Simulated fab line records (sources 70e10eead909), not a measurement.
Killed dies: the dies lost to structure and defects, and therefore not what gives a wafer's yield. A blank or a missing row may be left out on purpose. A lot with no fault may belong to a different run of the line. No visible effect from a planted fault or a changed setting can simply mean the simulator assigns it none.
Matching of chambers | flow nand harc | NHARC_A_STAIRCASE_TRIM_187 on rie diel-01 has 4 sister chambers
The step chemistry O2, time 211.2 s. 14 wafers are shown with their chamber, then 7 later ones without.

## WAFERS PAIRED WITH THEIR CHAMBERS
wafer  | chamber | drypump motor current A (A) | showerhead plenum p Torr (Torr) | oes product au (a.u.)
L074.1 | 0       | 6.3                         | 3.42                            | 1.010
L074.2 | 1       | 4.8                         | 3.51                            | 0.997
L074.5 | 1       | 4.8                         | 3.51                            | 1.002
L082.2 | 1       | 4.8                         | 3.49                            | 0.980
L082.4 | 2       | 5.2                         | 3.52                            | 0.996
L082.6 | 1       | 4.8                         | 3.49                            | 0.985
L083.2 | 1       | 4.8                         | 3.49                            | 0.978
L083.3 | 0       | 6.3                         | 3.40                            | 1.017
L083.5 | 0       | 6.4                         | 3.40                            | 1.020
L091.2 | 0       | 6.3                         | 3.39                            | 1.036
L091.3 | 3       | 5.6                         | 3.45                            | 1.008
L091.6 | 0       | 6.3                         | 3.39                            | 1.034
L092.1 | 1       | 4.8                         | 3.47                            | 0.982
L092.3 | 0       | 6.4                         | 3.38                            | 1.034

SIGNATURES (means of the wafers above)
reading                  | chamber 0 | chamber 1 | chamber 2 | chamber 3 | scatter within a chamber
drypump motor current A  | 6.333     | 4.800     | 5.200     | 5.600     | 0.0365
showerhead plenum p Torr | 3.3967    | 3.4933    | 3.5200    | 3.4500    | 0.0144
oes product au           | 1.02517   | 0.98733   | 0.99600   | 1.00800   | 0.0104
Rule: a wafer lies at a distance from a chamber equal to the root of the sum of squares, over the readings, of (its reading less the chamber's mean, divided by the reading's scatter). If the next closest chamber is less than 2 further off than the closest, the wafer can't be placed; otherwise it belongs to the closest. How the scatter is found: for the shown wafers, subtract from each reading the mean of its chamber, square and add these, divide the total by (wafers less chambers), then take the root.

## WAFERS WITH NO CHAMBER GIVEN
wafer  | drypump motor current A (A) | showerhead plenum p Torr (Torr) | oes product au (a.u.)
L092.5 | 5.3                         | 3.50                            | 1.000
L095.1 | 5.6                         | 3.44                            | 1.018
L095.4 | 6.3                         | 3.38                            | 1.015
L095.5 | 4.9                         | 3.47                            | 0.988
L097.1 | 4.8                         | 3.46                            | 0.983
L097.3 | 5.6                         | 3.44                            | 1.030
L097.4 | 5.3                         | 3.49                            | 0.990

## WHICH CHAMBER EACH WENT THROUGH
wafer  | from the rows above | in truth
L092.5 | 2                   | 2
L095.1 | 3                   | 3
L095.4 | 0                   | 0
L095.5 | 1                   | 1
L097.1 | 1                   | 1
L097.3 | 3                   | 3
L097.4 | 2                   | 2
7 of 7 placed correctly. Left unplaced by these rows: 0. 0 placed wrongly.
